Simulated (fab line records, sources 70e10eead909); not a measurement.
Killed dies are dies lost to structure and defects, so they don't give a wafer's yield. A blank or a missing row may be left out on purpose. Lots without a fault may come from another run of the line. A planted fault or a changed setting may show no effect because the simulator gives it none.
A struck lot beside a sound one | flow nand_harc | 23 steps out of a route of 1302
Sound: wafers L415.1, L415.3, L415.5. Struck: wafers L418.1, L418.5, L418.6. The cause comes at the end.
At each step with rows: each side's tool, then ch and its chambers, then its first start. Under that, the readings that differ: sound wafers | struck wafers | difference of the means | sigmas: that difference in standard deviations of wafers without a fault.
alike: readings whose means differ by less than 2 such deviations, and words and numbers that are the same on both sides. not compared: withheld readings, readings that some wafer has no value for, bounds like >300 that may hide the same value, and numbers for which the record gives no deviation and whose values overlap.
The two part at a step that has a row with sigmas, a row that says differs or no value, or rows on one side only. Numbers that don't overlap but have no deviation are shown without sigmas and don't part them. A reading that every wafer of one side lacks parts them only if that side has two wafers or more.

first, 1 step without rows for these wafers: NHARC_A_SGD_CUT_ETCH_26 (etches SiO2 in dHF, target depth 45.8 nm).
NHARC_A_SGD_CUT_ETCHBACK_24: etches the open film in CH3F/O2, target depth 50 nm, time 92.857 s.
  sound on rie_diel-01 ch 0,2,3, day 24 00:31; struck on rie_diel-08 ch 0,2, day 24 13:31
  alike: drypump_motor_current_A, oes_product_au, rf_vpp_V, showerhead_plenum_p_Torr, throttle_valve_pct
  not compared: rf_hours_counter_h
NHARC_A_SGD_CUT_STRIP_28: strips in O2, time 20 s.
  sound on rie_diel-01 ch 1,3; struck on rie_diel-08 ch 0,2, day 24 13:40
  reading                     | sound       | struck      | difference | sigmas
  drypump_motor_current_A (A) | 5.2 5.2 5.3 | 6.1 6.1 5.9 | +0.8       | +2
  alike: oes_product_au, rf_vpp_V, showerhead_plenum_p_Torr, throttle_valve_pct
  not compared: rf_hours_counter_h
NHARC_A_SGD_CUT_INSPECT_25:
  sound on defect_inspect-02, day 24 00:46; struck on defect_inspect-02, day 24 13:46
  reading          | sound       | struck      | difference | sigmas
  raw_defect_count | 376 484 533 | 269 298 325 | -167       | -2
then, 1 step without rows for these wafers: NHARC_A_SLIT_DEP_25 (deposits SiO2, target thk 200 nm).
NHARC_A_SLIT_DEP_00: deposits aC, target thk 6200 nm.
  sound on acl_dep-03 ch 0, day 24 01:17; struck on acl_dep-02 ch 0, day 24 14:28
  alike: throttle_valve_pct
NHARC_A_SLIT_DEP_23: deposits SiON, target thk 100 nm.
  sound on pecvd-01 ch 0,2, day 24 05:06; struck on pecvd-03 ch 0,2, day 24 18:14
  alike: heater_power_w
  not compared: since_wet_clean_h
then, 5 steps without rows for these wafers: NHARC_A_SLIT_DEHYDRATE_01 (time 120 s); NHARC_A_SLIT_HMDS_02 (time 30 s); NHARC_A_SLIT_COAT_03 (resist thk 90 nm); NHARC_A_SLIT_SOFTBAKE_04 (time 55 s); NHARC_A_SLIT_EBR_05.
NHARC_A_SLIT_EXPOSE_06: exposes mask SLIT.
  sound on arfi_scanner-03 ch 0, day 24 05:38; struck on arfi_scanner-02 ch 0, day 24 18:46
  reading              | sound          | struck         | difference | sigmas
  exposure_dose_mJ_cm2 | 60.9 60.8 60.8 | 65.2 65.2 65.2 | +4.4       | +7
  alike: mask
then, 2 steps without rows for these wafers: NHARC_A_SLIT_PEB_07 (peb time 65 s); NHARC_A_SLIT_DEVELOP_08 (develop time 35 s).
NHARC_A_SLIT_CD_MEAS_09: target cd 300 nm.
  sound on cd_sem-01 ch 0, day 24 05:46; struck on cd_sem-01 ch 0, day 24 18:54
  reading    | sound             | struck            | difference | sigmas
  cd_nm (nm) | 300.4 300.4 300.9 | 302.6 302.7 303.2 | +2.3       | +5
NHARC_A_SLIT_OVL_MEAS_10:
  sound on overlay-01, day 24 05:52; struck on overlay-02, day 24 18:59
  alike: overlay_x_nm, overlay_y_nm
NHARC_A_SLIT_INSPECT_11:
  sound on defect_inspect-02, day 24 05:54; struck on defect_inspect-02, day 24 19:01
  reading          | sound    | struck   | difference | sigmas
  raw_defect_count | 87 74 73 | 15 20 25 | -58        | -2
NHARC_A_SLIT_DESCUM_14: chemistry O2, time 3 s.
  sound on rie_diel-05 ch 0,2,3, day 24 05:58; struck on rie_diel-03 ch 0,2,3, day 24 19:06
  alike: drypump_motor_current_A, oes_product_au, rf_vpp_V, showerhead_plenum_p_Torr, throttle_valve_pct
  not compared: rf_hours_counter_h
NHARC_A_SLIT_ETCH_24: etches the open film in CF4/CHF3, target depth 121 nm, time 60.5 s.
  sound on rie_diel-05 ch 0,2,3, day 24 06:02; struck on rie_diel-03 ch 0,2,3, day 24 19:11
  reading                        | sound               | struck            | difference | sigmas
  model.A_SLIT.cd_offset_nm (nm) | 0.2283 0.2357 0.592 | 3.048 2.234 2.615 | +2.280     |
  alike: drypump_motor_current_A, oes_product_au, rf_vpp_V, showerhead_plenum_p_Torr, throttle_valve_pct
  not compared: rf_hours_counter_h
NHARC_A_SLIT_ETCH_15: etches the open film in O2/COS, target depth 6200 nm, time 1612 s.
  sound on rie_diel-05 ch 0,2,3; struck on rie_diel-03 ch 0,1
  reading                        | sound                | struck            | difference | sigmas
  oes_product_au (a.u.)          | 0.985 0.985 0.989    | 1.009 1.005 1.006 | +0.020     | +2
  model.A_SLIT.cd_offset_nm (nm) | 0.6285 0.3375 0.0352 | 3.431 2.507 2.659 | +2.532     |
  alike: cos_flow_sccm, drypump_motor_current_A, rf_vpp_V, showerhead_plenum_p_Torr, throttle_valve_pct
  not compared: rf_hours_counter_h
then, 1 step without rows for these wafers: NHARC_A_SLIT_ETCH_17 (etches the open film in C4F8/O2/Ar, time 4254.5 s, target depth 20300 nm).
-- the record jumps here: 5 days lie between the struck wafers' starts before and after (it left off in module A_SLIT and takes up again in module END, whose first step shown is number 1302 of the route) --
NHARC_END_SORT_01:
  sound on prober-01 ch 0, day 28 16:55; struck on prober-02 ch 0, day 29 09:19
  reading         | sound    | struck   | difference | sigmas
  killed_at_array | 85 71 77 | 23 20 26 | -55        | -3
  killed_dies     | 93 73 79 | 28 25 28 | -55        | -3
  alike: killed_at_other, killed_at_periphery, killed_open, killed_short

WHERE THEY PART
First at NHARC_A_SGD_CUT_STRIP_28; last, within this record, at NHARC_END_SORT_01.

WHY: what the simulator had put in
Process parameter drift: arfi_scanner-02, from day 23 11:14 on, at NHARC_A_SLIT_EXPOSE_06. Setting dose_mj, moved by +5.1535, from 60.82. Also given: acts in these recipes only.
